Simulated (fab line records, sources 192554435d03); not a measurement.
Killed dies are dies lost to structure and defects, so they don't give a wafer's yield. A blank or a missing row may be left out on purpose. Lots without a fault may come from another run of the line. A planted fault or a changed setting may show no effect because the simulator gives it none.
Chamber matching | flow n5_finfet | N5_DUMMY_GATE_ETCH_31 on rie_diel-05: 4 sister chambers
The step etches SiO2 in C4F6/O2, target depth 82.5 nm, time 27.5 s. 8 wafers are shown with their chamber, then 10 later ones without.

WAFERS WITH THEIR CHAMBER
wafer  | chamber | showerhead_plenum_p_Torr (Torr) | throttle_valve_pct (%)
L081.3 | 0       | 2.74                            | 21.61
L081.5 | 3       | 2.68                            | 21.43
L082.4 | 3       | 2.68                            | 21.42
L083.1 | 0       | 2.74                            | 21.63
L083.2 | 2       | 2.96                            | 21.25
L083.4 | 1       | 2.77                            | 21.42
L085.2 | 2       | 2.95                            | 21.26
L085.4 | 1       | 2.77                            | 21.44

WAFERS WITHOUT THEIR CHAMBER
wafer  | showerhead_plenum_p_Torr (Torr) | throttle_valve_pct (%)
L085.6 | 2.95                            | 21.25
L088.2 | 2.76                            | 21.45
L088.3 | 2.73                            | 21.65
L088.5 | 3.02                            | 21.07
L090.1 | 2.95                            | 21.28
L090.3 | 3.02                            | 21.09
L090.6 | 2.76                            | 21.46
L097.1 | 2.72                            | 21.68
L097.3 | 3.01                            | 21.09
L097.6 | 2.95                            | 21.30

WHICH CHAMBER EACH WENT THROUGH
wafer  | from the rows above | in truth
L085.6 | 2                   | 2
L088.2 | 1                   | 1
L088.3 | 0                   | 0
L088.5 | 2                   | 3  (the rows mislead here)
L090.1 | 2                   | 2
L090.3 | 2                   | 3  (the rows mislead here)
L090.6 | 1                   | 1
L097.1 | 0                   | 0
L097.3 | 2                   | 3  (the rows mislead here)
L097.6 | 2                   | 2
Placed correctly: 7 of 10. Can't be placed from these rows: 0. Placed wrongly: 3.
How it was worked out, from the rows above alone: a wafer's distance from a chamber is the root of the sum, over the readings, of the square of ((its reading less the chamber's mean) divided by the reading's scatter). The wafer belongs to the nearest chamber; if the next one is less than 2 further off, it can't be placed. A chamber's mean is the mean of its shown wafers. The scatter: the root of (the sum of the squares of (reading less its chamber's mean) over the shown wafers, divided by (wafers less chambers)).
